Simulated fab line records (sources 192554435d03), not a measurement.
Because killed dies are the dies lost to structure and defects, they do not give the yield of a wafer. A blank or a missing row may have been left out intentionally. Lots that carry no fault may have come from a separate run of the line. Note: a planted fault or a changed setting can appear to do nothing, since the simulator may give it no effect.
fab line records	flow n5_finfet	part 1 of 2: steps 1 to 25 of 31
[record] lots = 5	wafers = 15	last_day = 19
route steps=1938 shown BEOL_M9@1458 BEOL_M10@1470
lots with no fault: from the same line, run without faults
start_h: the number of hours between the record's first day and the start of the first shown wafer of the lot	wait_h: hours elapsed since this lot's preceding step	" repeats the value in the row above	L1.1+2: several wafers, shown together as one row	- no value, or no start given	* or withheld: withheld	< > ~ a bound
route shown NAME@n: NAME is a module with steps in the file, n the number in the route of the first one	usual: the fault-free wafers' mean and standard deviation	same: alike in all rows	chamber/n: place in a boat	sites: each site's reading	_std_site: how widely they spread, as a standard deviation	_edge_site: mean of outer sites minus mean of inner sites	radius_mm: how far each site lies from the wafer's centre	mask NAME#n: copy n	behind: the last tool/chamber to shape the wafer	hold: cause of the lot's hold/its duration in hours/its outcome	device: the n, p or np transistor that did not switch	end of line: the same wafers' tests at the end of the route	for a step that has no rows: nothing shown but its recipe	killed: dies lost to structure and defects at the first sort, not the wafer's yield	map: a wafer's dies, marking killed ones x, the rest . and places with no die _
set.NAME: the setting the step ran with; set.NAME@STEP: the setting that earlier step ran with	model.NAME: the simulator's own value behind a step, which no gauge read
a table for each step, a row for each wafer; lots at some steps of the route
services: when a tool's chamber went out of use (start_h, in hours from the record's first day, below 0 if earlier), for how many hours, and the reason
[[steps]]
[step N5_BEOL_M9_ALD_74]
[recipe] material = TaN	target_thk_a = 20	temp_c = 275	ald_precursor_family = PDMAT	ald_co_reactant = NH3	pressure_torr = 3	carrier_flow_sccm = 1500	pulse_time_s = 2	purge_time_s = 3	co_reactant_purge_time_s = 2	co_reactant_pulse_time_s = 3	ald_cycles = 40	precursor_vessel_temp_c = 75	precursor_vessel_pressure_torr = 26.25	precursor_vessel_carrier_sccm = 1000
[usual] heater_power_w = 431/40
lot.wafer	tool	chamber	start_h	wait_h	heater_power_w
L076.2	ald_metal-04	2	238.61	0.1	449
L076.3	"	1	"	"	454
L076.4	"	0	"	"	461
L078.1	ald_metal-04	2	266.61	0.0	436
L078.3	"	1	"	"	440
L078.4	"	0	"	"	460
L086.2	ald_metal-04	0	300.85	0.0	455
L086.3	"	1	"	"	449
L086.6	"	2	"	"	440
L085.3	ald_metal-02	0	318.42	0.1	488
L085.4	"	3	"	"	415
L085.5	"	3	"	"	410
L097.1	ald_metal-02	3	387.45	0.0	425
L097.3	"	1	"	"	401
L097.5	"	0	"	"	497
[step N5_BEOL_M9_SURFACE_TREAT_79]
[recipe] gas = Ar	time_s = *	ion_energy_ev = *	ion_current_ma_cm2 = 0.5	pressure_mtorr = *	ar_flow_sccm = 30
[usual] throttle_valve_pct = *
lot.wafer	tool	chamber	start_h	wait_h	throttle_valve_pct
L076.2	pvd_sputter-01	-	238.90	0.2	*
L076.3	"	-	"	"	*
L076.4	"	-	"	"	*
L078.1	pvd_sputter-02	-	266.95	0.2	*
L078.3	"	-	"	"	*
L078.4	"	-	"	"	*
L086.2	pvd_sputter-01	-	301.17	0.2	*
L086.3	"	-	"	"	*
L086.6	"	-	"	"	*
L085.3	pvd_sputter-03	-	318.82	0.3	*
L085.4	"	-	"	"	*
L085.5	"	-	"	"	*
L097.1	pvd_sputter-02	-	388.66	1.1	*
L097.3	"	-	"	"	*
L097.5	"	-	"	"	*
[step N5_BEOL_M9_CVD_78]
[recipe] material = Co	target_thk_a = 20	temp_c = withheld	precursor = CCTBA/H2	pressure_torr = 30	time_s = 138.9
lot.wafer	tool	chamber	start_h	wait_h
L076.2+3+4	cvd_co-02	1,2,2	238.96	0.0
L078.1+3+4	cvd_co-02	1,0,1	267.20	0.2
L086.2+3+6	cvd_co-02	2,1,1	301.23	0.0
L085.3+4+5	cvd_co-01	0,1,2	318.90	0.1
L097.1+3+5	cvd_co-02	1,2,2	388.74	0.1
[step N5_BEOL_M9_SPUTTER_48]
[recipe] material = Cu	target_thk_a = 120	temp_c = -20	bias_v = 60	power_w = 26000	chamber_pressure_pa = 0.13	time_s = 2
[usual] throttle_valve_pct = 29.9/1.3
lot.wafer	tool	chamber	start_h	wait_h	throttle_valve_pct
L076.2	pvd_sputter-01	-	239.08	0.1	29.2
L076.3	"	-	"	"	27.7
L076.4	"	-	"	"	30.5
L078.1	pvd_sputter-01	-	267.40	0.2	27.6
L078.3	"	-	"	"	30.6
L078.4	"	-	"	"	29.0
L086.2	pvd_sputter-02	-	301.36	0.1	28.7
L086.3	"	-	"	"	31.6
L086.6	"	-	"	"	31.2
L085.3	pvd_sputter-02	-	319.08	0.1	31.5
L085.4	"	-	"	"	29.2
L085.5	"	-	"	"	31.5
L097.1	pvd_sputter-01	-	388.90	0.1	27.7
L097.3	"	-	"	"	29.9
L097.5	"	-	"	"	30.0
[step N5_BEOL_M9_ECD_50]
[recipe] material = Cu	target_thk_a = 3180
lot.wafer	tool	chamber	start_h	wait_h
L076.2+3+4	ecd_cu-02	0,0,1	239.20	0.1
L078.1+3+4	ecd_cu-01	0,0,1	267.52	0.1
L086.2+3+6	ecd_cu-01	1,0,1	301.48	0.1
L085.3+4+5	ecd_cu-01	1,0,0	319.23	0.1
L097.1+3+5	ecd_cu-01	0,0,1	389.02	0.1
[step N5_BEOL_M9_ANNEAL_51]
[recipe] temp_c = 225	time_s = 90	ambient = N2
[usual] wafer_temp_C_max = 226.3/0.36
lot.wafer	tool	chamber	start_h	wait_h	wafer_temp_C_max
L076.2	rtp_anneal-02	0	239.35	0.1	226.8
L076.3	"	0	"	"	226.6
L076.4	"	0	"	"	226.9
L078.1	rtp_anneal-02	0	268.24	0.7	226.7
L078.3	"	0	"	"	226.3
L078.4	"	0	"	"	226.7
L086.2	rtp_anneal-01	0	301.80	0.3	226.1
L086.3	"	0	"	"	226.0
L086.6	"	0	"	"	226.1
L085.3	rtp_anneal-01	0	319.49	0.2	225.8
L085.4	"	0	"	"	226.3
L085.5	"	0	"	"	225.8
L097.1	rtp_anneal-01	0	389.13	0.1	225.8
L097.3	"	0	"	"	226.1
L097.5	"	0	"	"	226.0
[step N5_BEOL_M9_CMP_52]
[recipe] stop_on = SiCOH_lowk	t_overpolish_s = 7	down_force_psi = 1	platen_rpm = 50	clearing_platen_down_force_psi = 1.5	clearing_platen_rpm = 50	post_cmp_clean = cu_alkaline	target_thk_nm = 140	clearing_platen_pad_velocity_m_s = 0.99484	pad_velocity_m_s = 0.99484
[usual] barrier_field_endpoint_s = 29.3/0.58	motor_current_A = 6.1/0.42	overpolish_run_s = 7.001/0.01	pad_life_wafers = 640/490	time_to_endpoint_s = 67.2/2.6
lot.wafer	tool	chamber	start_h	wait_h	barrier_field_endpoint_s	motor_current_A	overpolish_run_s	pad_life_wafers	time_to_endpoint_s
L076.2	cmp-03	3	239.61	0.2	28.5	5.9	6.991	666	63.6
L076.4	"	0	"	"	29.3	6.5	7.007	667	66.6
L076.3	"	1	"	"	28.9	6.2	7.005	668	65.5
L078.1	cmp-02	0	268.54	0.3	28.8	5.3	7.014	228	63.9
L078.4	"	1	"	"	29.4	5.2	7.003	229	65.5
L078.3	"	2	"	"	30.0	6.1	7.009	230	65.6
L086.2	cmp-02	2	302.15	0.3	29.1	6.3	6.996	451	69.8
L086.3	"	3	"	"	29.4	6.1	7.000	452	69.4
L086.6	"	2	"	"	29.0	6.0	6.994	-	66.8
L085.3	cmp-04	0	319.75	0.2	30.1	6.2	7.011	7	73.0
L085.4	"	1	"	"	29.6	6.3	7.007	8	71.5
L085.5	"	0	"	"	30.0	5.8	6.994	-	71.6
L097.3	cmp-04	2	389.46	0.2	28.7	6.9	7.004	577	63.2
L097.1	"	3	"	"	28.5	5.8	6.975	578	65.5
L097.5	"	1	"	"	29.2	6.1	6.997	-	63.2
[step N5_BEOL_M9_THK_MEAS_53]
[recipe] thk_meas_gauge = xrf	reads = Cu_of_BEOL_M9_ECD_50
[usual] M9_THK = 138.9/2.5
lot.wafer	tool	chamber	start_h	wait_h	M9_THK[nm]
L076.2	film_metro-01	-	239.90	-	143.5
L076.3	"	-	"	"	139.6
L076.4	"	-	"	"	140.5
L078.1	film_metro-01	-	268.84	-	140.3
L078.3	"	-	"	"	136.6
L078.4	"	-	"	"	139.6
L086.2	film_metro-02	-	302.41	-	143.6
L086.3	"	-	"	"	136.4
L086.6	"	-	"	"	137.3
L085.3	film_metro-02	-	320.00	-	137.8
L085.4	"	-	"	"	140.0
L085.5	"	-	"	"	139.5
L097.1	film_metro-02	-	389.72	-	139.7
L097.3	"	-	"	"	137.8
L097.5	"	-	"	"	141.8
[step N5_BEOL_M9_PRE_CLEAN_55]
[recipe] gas = NH3	time_s = 15	temp_c = withheld	rf_power_w = 300
lot.wafer	tool	chamber	start_h	wait_h
L076.2+3+4	pecvd-01	2,0,2	239.94	0.0
L078.1+3+4	pecvd-03	2,0,1	268.87	0.0
L086.2+3+6	pecvd-02	2,0,0	302.45	0.0
L085.3+4+5	pecvd-02	0,0,2	320.04	0.0
L097.1+3+5	pecvd-02	2,0,1	389.76	0.0
[step N5_BEOL_M9_DEP_56]
[recipe] material = SiCN	target_thk_a = 150	temp_c = withheld	precursor = 3MS/NH3	pressure_torr = 3	rf_w = 202	time_s = 26.5
[usual] showerhead_plenum_p_Torr = 3.666/0.01	throttle_valve_pct = 9.2/0.79
lot.wafer	tool	chamber	start_h	wait_h	showerhead_plenum_p_Torr	throttle_valve_pct
L076.2	pecvd-01	2	239.96	0.0	3.676	9.5
L076.3	"	0	"	"	3.659	8.4
L076.4	"	2	"	"	3.661	9.5
L078.1	pecvd-03	2	268.90	0.0	3.666	8.3
L078.3	"	0	"	"	3.668	8.6
L078.4	"	1	"	"	3.685	10.6
L086.2	pecvd-02	2	302.47	0.0	3.683	8.1
L086.3	"	0	"	"	3.660	9.3
L086.6	"	0	"	"	3.657	9.2
L085.3	pecvd-02	0	320.06	0.0	3.661	9.0
L085.4	"	0	"	"	3.658	9.1
L085.5	"	2	"	"	3.683	8.4
L097.1	pecvd-02	2	389.78	0.0	3.677	8.1
L097.3	"	0	"	"	3.658	9.2
L097.5	"	1	"	"	3.664	9.8
[step N5_BEOL_M9_RS_MEAS_57]
[recipe] thk_meas_gauge = four-point-probe	reads = Cu_of_BEOL_M9_ECD_50+Co_of_BEOL_M9_CVD_78+TaN_of_BEOL_M9_ALD_74
[usual] M9_RS = 0.1509/0.0029
lot.wafer	tool	chamber	start_h	wait_h	M9_RS[ohm/sq]
L076.2	film_metro-01	-	240.04	0.1	0.1484
L076.3	"	-	"	"	0.1528
L076.4	"	-	"	"	0.1519
L078.1	film_metro-01	-	268.97	0.1	0.1477
L078.3	"	-	"	"	0.1521
L078.4	"	-	"	"	0.1486
L086.2	film_metro-02	-	302.55	0.1	0.1470
L086.3	"	-	"	"	0.1560
L086.6	"	-	"	"	0.1548
L085.3	film_metro-02	-	320.14	0.1	0.1530
L085.4	"	-	"	"	0.1503
L085.5	"	-	"	"	0.1506
L097.1	film_metro-01	-	389.85	0.1	0.1480
L097.3	"	-	"	"	0.1508
L097.5	"	-	"	"	0.1463
[step N5_BEOL_M9_INSPECT_58]
[recipe] inspect_instrument = darkfield	mode = post_dep
[usual] raw_defect_count = 68/23
lot.wafer	tool	chamber	start_h	wait_h	raw_defect_count
L076.2	defect_inspect-01	-	240.06	0.0	65
L076.3	"	-	"	"	55
L076.4	"	-	"	"	80
L078.1	defect_inspect-01	-	269.00	0.0	40
L078.3	"	-	"	"	46
L078.4	"	-	"	"	36
L086.2	defect_inspect-01	-	302.57	0.0	63
L086.3	"	-	"	"	49
L086.6	"	-	"	"	77
L085.3	defect_inspect-01	-	320.17	0.0	67
L085.4	"	-	"	"	69
L085.5	"	-	"	"	42
L097.1	defect_inspect-01	-	389.88	0.0	18
L097.3	"	-	"	"	30
L097.5	"	-	"	"	38
[step N5_BEOL_M10_ILD_DEP_00]
[recipe] material = SiCOH_lowk	target_thk_a = 3085.1	temp_c = 300	precursor = DEMS/porogen	pressure_torr = 5	rf_w = 500	time_s = 58
[usual] heater_power_w = 297/37	showerhead_plenum_p_Torr = 5.743/0.016	throttle_valve_pct = 14.0/1.1
lot.wafer	tool	chamber	start_h	wait_h	heater_power_w	showerhead_plenum_p_Torr	throttle_valve_pct
L076.2	pecvd-03	2	240.10	0.0	294	5.742	13.1
L076.3	"	1	"	"	278	5.745	16.0
L076.4	"	1	"	"	284	5.757	15.9
L078.1	pecvd-04	2	269.03	0.0	260	5.728	13.9
L078.3	"	0	"	"	323	5.740	13.8
L078.4	"	1	"	"	325	5.779	14.5
L086.2	pecvd-03	1	302.61	0.0	286	5.761	15.9
L086.3	"	0	"	"	273	5.764	13.0
L086.6	"	1	"	"	289	5.758	15.9
L085.3	pecvd-04	0	320.23	0.1	314	5.733	13.1
L085.4	"	2	"	"	240	5.724	13.7
L085.5	"	0	"	"	326	5.736	13.5
L097.1	pecvd-03	2	389.92	0.0	311	5.734	13.1
L097.3	"	0	"	"	303	5.744	13.1
L097.5	"	0	"	"	310	5.759	13.2
[step N5_BEOL_M10_CURE_71]
[recipe] temp_c = 385	time_s = 240	ambient = He/Ar	material = SiCOH_lowk
[usual] lamp_power_pct = 52.32/0.054	wafer_temp_C_max = 386.6/0.58
lot.wafer	tool	chamber	start_h	wait_h	lamp_power_pct	wafer_temp_C_max
L076.2	uv_cure-03	1	240.34	0.2	52.24	386.8
L076.3	"	1	"	"	52.28	385.9
L076.4	"	1	"	"	52.31	386.4
L078.1	uv_cure-02	1	269.11	0.0	52.25	386.7
L078.3	"	1	"	"	52.47	386.7
L078.4	"	1	"	"	52.34	385.9
L086.2	uv_cure-01	2	302.77	0.1	52.34	386.5
L086.3	"	2	"	"	52.21	386.0
L086.6	"	2	"	"	52.22	385.6
L085.3	uv_cure-03	0	320.47	0.2	52.35	386.8
L085.4	"	0	"	"	52.30	386.4
L085.5	"	0	"	"	52.27	386.0
L097.1	uv_cure-01	0	389.99	0.0	52.27	386.5
L097.3	"	0	"	"	52.30	386.5
L097.5	"	0	"	"	52.32	386.4
[step N5_BEOL_M10_THK_MEAS_01]
[recipe] reads = SiCOH_lowk_of_BEOL_M10_ILD_DEP_00
[usual] M10_ILD_THK = 268.3/2.9
lot.wafer	tool	chamber	start_h	wait_h	M10_ILD_THK[nm]
L076.2	film_metro-01	-	241.17	0.7	268.7
L076.3	"	-	"	"	267.3
L076.4	"	-	"	"	271.6
L078.1	film_metro-01	-	269.62	0.4	264.3
L078.3	"	-	"	"	265.5
L078.4	"	-	"	"	268.5
L086.2	film_metro-02	-	303.20	0.4	267.8
L086.3	"	-	"	"	269.1
L086.6	"	-	"	"	271.0
L085.3	film_metro-02	-	320.82	0.3	271.0
L085.4	"	-	"	"	270.1
L085.5	"	-	"	"	272.8
L097.1	film_metro-01	-	390.51	0.4	266.0
L097.3	"	-	"	"	267.1
L097.5	"	-	"	"	273.6
[step N5_BEOL_M10_PECVD_70]
[recipe] material = SiO2	target_thk_a = 200	temp_c = 400	precursor = TEOS/O2	pressure_torr = 5.5	rf_w = 450	teos_flow_sccm = 53.8	gas = O2	flow_sccm = 3000	time_s = 22.7
[usual] heater_power_w = 679/73	showerhead_plenum_p_Torr = 8.80/0.061	throttle_valve_pct = 22.6/1.7
lot.wafer	tool	chamber	start_h	wait_h	heater_power_w	showerhead_plenum_p_Torr	throttle_valve_pct
L076.2	pecvd-03	2	241.21	0.0	652	8.74	20.8
L076.3	"	1	"	"	664	8.82	26.0
L076.4	"	0	"	"	723	8.82	21.3
L078.1	pecvd-03	0	269.66	0.0	672	8.80	21.4
L078.3	"	2	"	"	763	8.76	21.0
L078.4	"	1	"	"	635	8.81	25.8
L086.2	pecvd-03	0	303.24	0.0	638	8.80	21.4
L086.3	"	2	"	"	684	8.77	21.0
L086.6	"	1	"	"	581	8.83	25.7
L085.3	pecvd-03	2	320.86	0.0	666	8.77	21.1
L085.4	"	2	"	"	668	8.75	21.1
L085.5	"	1	"	"	658	8.83	25.7
L097.1	pecvd-04	1	390.54	0.0	706	8.93	23.3
L097.3	"	0	"	"	796	8.76	21.6
L097.5	"	2	"	"	539	8.75	22.9
[step N5_BEOL_M10_HM_DEP_02]
[recipe] material = TiN	target_thk_a = 200	temp_c = 25	chamber_pressure_pa = 0.49996
[usual] throttle_valve_pct = 29.9/1.2
lot.wafer	tool	chamber	start_h	wait_h	throttle_valve_pct
L076.2	pvd_sputter-02	-	242.09	0.9	29.2
L076.3	"	-	"	"	31.6
L076.4	"	-	"	"	31.7
L078.1	pvd_sputter-02	-	270.75	1.1	31.3
L078.3	"	-	"	"	29.0
L078.4	"	-	"	"	31.5
L086.2	pvd_sputter-03	-	304.34	1.1	30.7
L086.3	"	-	"	"	30.2
L086.6	"	-	"	"	31.1
L085.3	pvd_sputter-01	-	321.84	1.0	29.0
L085.4	"	-	"	"	30.8
L085.5	"	-	"	"	30.4
L097.1	pvd_sputter-03	-	392.30	1.7	30.6
L097.3	"	-	"	"	31.1
L097.5	"	-	"	"	30.6
[step N5_BEOL_M10_COAT_59]
[recipe] resist = SOC	temp_c = 250	time_s = 60	spin_rpm = 1500	resist_thk_nm = 100
[usual] chill_plate_temp_C = 23.02/0.1
lot.wafer	tool	chamber	start_h	wait_h	chill_plate_temp_C
L076.2	litho_track-03	0	242.22	0.1	23.23
L076.3	"	0	"	"	23.14
L076.4	"	0	"	"	23.14
L078.1	litho_track-04	0	270.88	0.1	22.93
L078.3	"	0	"	"	23.03
L078.4	"	0	"	"	22.93
L086.2	litho_track-03	0	304.46	0.1	23.00
L086.3	"	0	"	"	23.00
L086.6	"	0	"	"	23.13
L085.3	litho_track-02	0	321.97	0.1	23.09
L085.4	"	0	"	"	23.07
L085.5	"	0	"	"	22.95
L097.1	litho_track-04	0	392.43	0.1	23.01
L097.3	"	0	"	"	22.91
L097.5	"	0	"	"	23.06
[step N5_BEOL_M10_COAT_60]
[recipe] resist = SiARC	temp_c = 220	time_s = 60	spin_rpm = 1500	resist_thk_nm = 30
[usual] chill_plate_temp_C = 22.99/0.092
lot.wafer	tool	chamber	start_h	wait_h	chill_plate_temp_C
L076.2	litho_track-03	0	-	-	22.86
L076.3	"	0	"	"	22.92
L076.4	"	0	"	"	22.97
L078.1	litho_track-04	0	-	-	23.11
L078.3	"	0	"	"	22.92
L078.4	"	0	"	"	22.96
L086.2	litho_track-03	0	-	-	23.04
L086.3	"	0	"	"	23.12
L086.6	"	0	"	"	23.09
L085.3	litho_track-02	0	-	-	23.04
L085.4	"	0	"	"	23.09
L085.5	"	0	"	"	22.94
L097.1	litho_track-04	0	-	-	22.90
L097.3	"	0	"	"	22.81
L097.5	"	0	"	"	23.05
[step N5_BEOL_M10_COAT_05]
[recipe] resist = CAR-ArF	spin_rpm = 1500	resist_thk_nm = 90
[usual] chill_plate_temp_C = 23.00/0.11
lot.wafer	tool	chamber	start_h	wait_h	chill_plate_temp_C
L076.2	litho_track-03	0	-	-	23.05
L076.3	"	0	"	"	23.19
L076.4	"	0	"	"	23.14
L078.1	litho_track-04	0	-	-	22.81
L078.3	"	0	"	"	23.06
L078.4	"	0	"	"	23.02
L086.2	litho_track-03	0	-	-	23.03
L086.3	"	0	"	"	23.00
L086.6	"	0	"	"	23.18
L085.3	litho_track-02	0	-	-	23.01
L085.4	"	0	"	"	23.02
L085.5	"	0	"	"	22.95
L097.1	litho_track-04	0	-	-	22.92
L097.3	"	0	"	"	23.05
L097.5	"	0	"	"	22.97
[step N5_BEOL_M10_EBR_07]
[recipe] solvent = PGMEA	ebr_width_mm = 1.5
[usual] chill_plate_temp_C = 23.00/0.1
lot.wafer	tool	chamber	start_h	wait_h	chill_plate_temp_C
L076.2	litho_track-03	0	-	-	23.17
L076.3	"	0	"	"	22.96
L076.4	"	0	"	"	22.97
L078.1	litho_track-04	0	-	-	23.09
L078.3	"	0	"	"	23.02
L078.4	"	0	"	"	22.96
L086.2	litho_track-03	0	-	-	22.82
L086.3	"	0	"	"	23.08
L086.6	"	0	"	"	23.09
L085.3	litho_track-02	0	-	-	22.96
L085.4	"	0	"	"	22.93
L085.5	"	0	"	"	22.98
L097.1	litho_track-04	0	-	-	23.06
L097.3	"	0	"	"	23.06
L097.5	"	0	"	"	23.07
[step N5_BEOL_M10_SOFTBAKE_06]
[recipe] temp_c = 110	time_s = 60	resist = CAR-ArF
[usual] chill_plate_temp_C = 23.01/0.11
lot.wafer	tool	chamber	start_h	wait_h	chill_plate_temp_C
L076.2	litho_track-03	0	-	-	23.11
L076.3	"	0	"	"	23.09
L076.4	"	0	"	"	23.14
L078.1	litho_track-04	0	-	-	22.83
L078.3	"	0	"	"	22.93
L078.4	"	0	"	"	22.94
L086.2	litho_track-03	0	-	-	22.88
L086.3	"	0	"	"	23.05
L086.6	"	0	"	"	23.02
L085.3	litho_track-02	0	-	-	22.88
L085.4	"	0	"	"	22.87
L085.5	"	0	"	"	22.91
L097.1	litho_track-04	0	-	-	22.81
L097.3	"	0	"	"	22.90
L097.5	"	0	"	"	22.82
[step N5_BEOL_M10_EXPOSE_08]
[recipe] mask_id = M10	na = 1.35	source_shape = dipole	sigma_inner = 0.411	sigma_outer = 0.611	polarization = te	dose_mj = 53.75
lot.wafer	tool	chamber	start_h	wait_h	mask
L076.2+3+4	arfi_scanner-02	0	242.53	-	M10#0
L078.1+3+4	arfi_scanner-01	0	271.00	-	M10#0
L086.2+3+6	arfi_scanner-03	0	304.59	-	M10#0
L085.3+4+5	arfi_scanner-01	0	322.23	-	M10#0
L097.1+3+5	arfi_scanner-02	0	392.55	-	M10#0
[step N5_BEOL_M10_PEB_09]
[recipe] peb_temp_c = withheld	peb_time_s = 60	resist = CAR-ArF
[usual] chill_plate_temp_C = 23.02/0.11
lot.wafer	tool	chamber	start_h	wait_h	chill_plate_temp_C
L076.2	litho_track-03	0	242.58	0.0	23.04
L076.3	"	0	"	"	23.09
L076.4	"	0	"	"	23.09
L078.1	litho_track-02	0	271.06	0.1	22.86
L078.3	"	0	"	"	22.86
L078.4	"	0	"	"	22.97
L086.2	litho_track-04	0	304.64	0.0	22.82
L086.3	"	0	"	"	22.90
L086.6	"	0	"	"	22.85
L085.3	litho_track-04	0	322.28	0.0	22.86
L085.4	"	0	"	"	22.99
L085.5	"	0	"	"	22.96
L097.1	litho_track-02	0	392.60	0.1	22.96
L097.3	"	0	"	"	23.07
L097.5	"	0	"	"	22.87
[step N5_BEOL_M10_DEVELOP_10]
[recipe] develop_time_s = 30	developer = TMAH	resist = CAR-ArF	rinse_liquid = diw	dry = air_spin	dev_temp_c = 23
[usual] chill_plate_temp_C = 23.02/0.12
lot.wafer	tool	chamber	start_h	wait_h	chill_plate_temp_C
L076.2	litho_track-03	0	-	-	23.08
L076.3	"	0	"	"	22.90
L076.4	"	0	"	"	23.00
L078.1	litho_track-02	0	-	-	23.01
L078.3	"	0	"	"	23.11
L078.4	"	0	"	"	23.21
L086.2	litho_track-04	0	-	-	23.28
L086.3	"	0	"	"	23.16
L086.6	"	0	"	"	23.26
L085.3	litho_track-04	0	-	-	23.15
L085.4	"	0	"	"	23.11
L085.5	"	0	"	"	23.12
L097.1	litho_track-02	0	-	-	23.00
L097.3	"	0	"	"	22.89
L097.5	"	0	"	"	22.96
